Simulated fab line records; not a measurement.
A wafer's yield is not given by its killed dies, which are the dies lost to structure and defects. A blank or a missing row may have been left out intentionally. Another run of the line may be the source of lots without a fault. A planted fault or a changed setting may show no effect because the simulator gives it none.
One fault through the eyes of 2 desks -- flow nand_harc -- what lay behind the numbers comes last; until then each desk has only its own

METROLOGY DESK
Means of the sampled wafers that have a number, per lot and without regard to the tool the lot ran on: this is what the gauges read. A lot is out of limits, marked OUT, if its mean lies more than 4 standard deviations from the usual mean; the brackets give that distance.
Columns: A = overlay_x_nm at NHARC_HYBRID_BOND_OVL_MEAS_05, usual 1 nm; B = overlay_y_nm at NHARC_HYBRID_BOND_OVL_MEAS_05, usual -2 nm
lot,first seen here,A,B
L478,day 18 07:05,-11,-15
L481,day 18 14:11,12,0
L480,day 18 14:13,-7,47
L482,day 19 08:11,-22,9
L486,day 20 16:02,43,0
L487,day 20 16:02,-6,16
L489,day 21 02:15,5,17
L496,day 22 13:46,37,-31
L493,day 22 20:11,3,-23
L498,day 23 14:08,15,-38
L499,day 23 14:09,-2,13
L500,day 24 02:41,-1,19
L501,day 24 13:33,24,16
Result from this desk: across the 13 lots, nothing is out of limits.

FOR THE TOOL OWNER'S DESK: ecd_cu-02
The tool's own readings at NHARC_A_M0_ECD_22 (material Cu, target thk 400 nm): means of the sampled wafers that have a number, for each lot that ran on this tool. A lot is out of limits, marked OUT, if its mean lies more than 4 standard deviations from the usual mean; the brackets give that distance.
Columns: A = bath_heat_duty_pct at NHARC_A_M0_ECD_22, usual 6.5 %; B = bath_temp_c at NHARC_A_M0_ECD_22, usual 24.99 C
lot,first seen here,A,B
L487,day 19 19:31,6.7,24.97
L486,day 19 20:23,5.8,25.05
L489,day 20 06:14,5.8,25.10
L498,day 22 18:16,6.5,24.92
L499,day 22 18:52,6.4,24.92
L501,day 23 17:36,5.6,24.91
Result from this desk: across the 6 lots, nothing is out of limits.

ALL TOGETHER
The metrology desk saw nothing out of limits.
The tool owner's desk saw nothing out of limits.

WHAT THE SIMULATOR HAD INSERTED
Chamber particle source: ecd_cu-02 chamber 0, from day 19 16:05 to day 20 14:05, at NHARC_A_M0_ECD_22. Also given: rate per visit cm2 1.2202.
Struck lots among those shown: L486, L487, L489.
